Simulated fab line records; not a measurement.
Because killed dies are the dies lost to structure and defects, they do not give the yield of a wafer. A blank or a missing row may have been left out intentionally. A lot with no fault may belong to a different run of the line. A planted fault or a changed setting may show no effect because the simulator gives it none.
Chamber matching -- flow nand harc -- NHARC_P_M1_CMP_23 on cmp-04 has 4 sister chambers
The step polishes, t overpolish 20 s, target thk 157.82 nm. 16 wafers are shown with their chamber, then 8 later ones without.

WAFERS WITH THEIR CHAMBER
wafer,chamber,time to endpoint s (s),motor current A (A)
L081.1,2,25.6,11.7
L081.2,1,21.7,13.4
L081.6,3,26.0,11.7
L082.1,1,25.2,13.0
L082.4,3,28.4,12.8
L082.5,0,30.2,11.1
L084.2,2,24.8,11.7
L084.4,1,23.3,12.6
L084.5,2,26.3,11.3
L085.1,1,22.5,13.2
L085.2,0,31.8,11.4
L085.6,0,27.3,11.0
L088.1,2,26.2,12.7
L088.3,3,26.5,12.9
L088.5,0,28.4,12.0
L091.2,0,29.4,12.7

SIGNATURES (means of the wafers above)
reading,chamber 0,chamber 1,chamber 2,chamber 3,scatter within a chamber
time to endpoint s,29.420,23.175,25.725,26.967,1.39
motor current A,11.640,13.050,11.850,12.467,0.6
Rule: for each reading, subtract the chamber's mean from the wafer's reading, divide by that reading's scatter and square the result; add these up over the readings and take the root, which gives the wafer's distance from the chamber. If the next closest chamber is less than 2 further off than the closest, the wafer can't be placed; otherwise it belongs to the closest. The scatter: the root of (the sum of the squares of (reading less its chamber's mean) over the shown wafers, divided by (wafers less chambers)).

WAFERS WITHOUT THEIR CHAMBER
wafer,time to endpoint s (s),motor current A (A)
L091.4,23.3,12.7
L091.5,22.0,12.9
L092.2,28.1,11.5
L092.5,29.9,11.8
L092.6,28.3,12.2
L097.1,24.1,12.5
L097.2,29.1,11.8
L097.3,27.9,13.1

WHICH CHAMBER EACH ONE RAN IN
wafer,from the rows above,in truth
L091.4,can't be placed: 1 or 2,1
L091.5,1,1
L092.2,can't be placed: 0 or 2 or 3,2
L092.5,can't be placed: 0 or 3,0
L092.6,can't be placed: 3 or 0 or 2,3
L097.1,can't be placed: 1 or 2 or 3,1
L097.2,can't be placed: 0 or 3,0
L097.3,can't be placed: 3 or 2 or 0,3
Placed correctly: 1 of 8. Cannot be placed on the basis of these rows: 7; the candidates contain the true chamber in 7. Placed wrongly: 0.
